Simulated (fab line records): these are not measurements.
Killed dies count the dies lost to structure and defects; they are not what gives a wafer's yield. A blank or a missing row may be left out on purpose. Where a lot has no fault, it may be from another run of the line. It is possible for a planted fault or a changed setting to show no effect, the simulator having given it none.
One fault seen from 3 desks -- flow n5-finfet -- every desk sees just its own numbers, and what lay behind them comes last

## THE TOOL OWNER'S DESK: rie-diel-01
The tool's own readings at N5_BEOL_M9_VIA_ETCH_34 (etches SiCOH lowk in C4F6/O2, target depth 182.4 nm, time 68.4 s): means of the sampled wafers that have a number, for each lot that ran on this tool. Marked OUT: a lot whose mean sits more than 4 standard deviations from the usual mean, which makes it out of limits; the brackets give that distance.
Columns: A = drypump-motor-current-A at N5_BEOL_M9_VIA_ETCH_34, usual 5.9 A; B = oes_f_703_au at N5_BEOL_M9_VIA_ETCH_34, usual 0.77 a.u.; C = oes-product-au at N5_BEOL_M9_VIA_ETCH_34, usual 0.77 a.u.; D = rf-vpp-V at N5_BEOL_M9_VIA_ETCH_34, usual 669 V; E = showerhead-plenum-p-Torr at N5_BEOL_M9_VIA_ETCH_34, usual 2.85 Torr; F = throttle-valve-pct at N5_BEOL_M9_VIA_ETCH_34, usual 20.85 %
lot,first seen here,A,B,C,D,E,F
L629,day 10 03:14,5.6,0.83,0.81,668,2.92,20.63
L640,day 12 08:01,5.6,0.78,0.89,664,2.91,20.81
L641,day 12 14:53,5.5,0.71,0.81,674,2.81,21.05
L645,day 13 15:38,5.8,0.82,0.94,664,2.96,20.77
This desk found nothing out of limits on any of the 4 lots.

## THE METROLOGY DESK
What the gauges read, lot by lot, whatever tool the lot ran on: means of the sampled wafers that have a number. Marked OUT: a lot whose mean sits more than 4 standard deviations from the usual mean, which makes it out of limits; the brackets give that distance.
Columns: A = cd-nm at N5_BEOL_M9_CD_MEAS_28, usual 70.0 nm; B = V8_OVL at N5_BEOL_M9_OVL_MEAS_29, usual -0.2 nm
lot,first seen here,A,B
L629,day 10 02:56,70.1,-0.6
L636,day 11 05:10,69.7,-0.4
L640,day 12 07:43,69.6,-0.6
L641,day 12 14:32,70.0,-0.2
L645,day 13 15:19,69.8,0.5
L650,day 14 21:35,70.4,-0.3
L652,day 15 20:48,69.8,-0.4
This desk found nothing out of limits on any of the 7 lots.

## THE DEFECT DESK
Inspection counts along the route, by lot: the mean over sampled wafers that carry a number. Marked OUT: a lot whose mean sits more than 4 standard deviations from the usual mean, which makes it out of limits; the brackets give that distance.
Columns: A = raw-defect-count at N5_BEOL_M9_INSPECT_30, usual 435
lot,first seen here,A
L629,day 10 03:01,421
L636,day 11 05:16,342
L640,day 12 07:48,642
L641,day 12 14:38,445
L645,day 13 15:25,429
L650,day 14 21:41,387
L652,day 15 20:53,355
This desk found nothing out of limits on any of the 7 lots.

## PUT TOGETHER
The tool owner's desk saw nothing out of limits.
Nothing out of limits was seen by the metrology desk.
The defect desk saw nothing out of limits.

## WHAT WAS PUT IN BY THE SIMULATOR
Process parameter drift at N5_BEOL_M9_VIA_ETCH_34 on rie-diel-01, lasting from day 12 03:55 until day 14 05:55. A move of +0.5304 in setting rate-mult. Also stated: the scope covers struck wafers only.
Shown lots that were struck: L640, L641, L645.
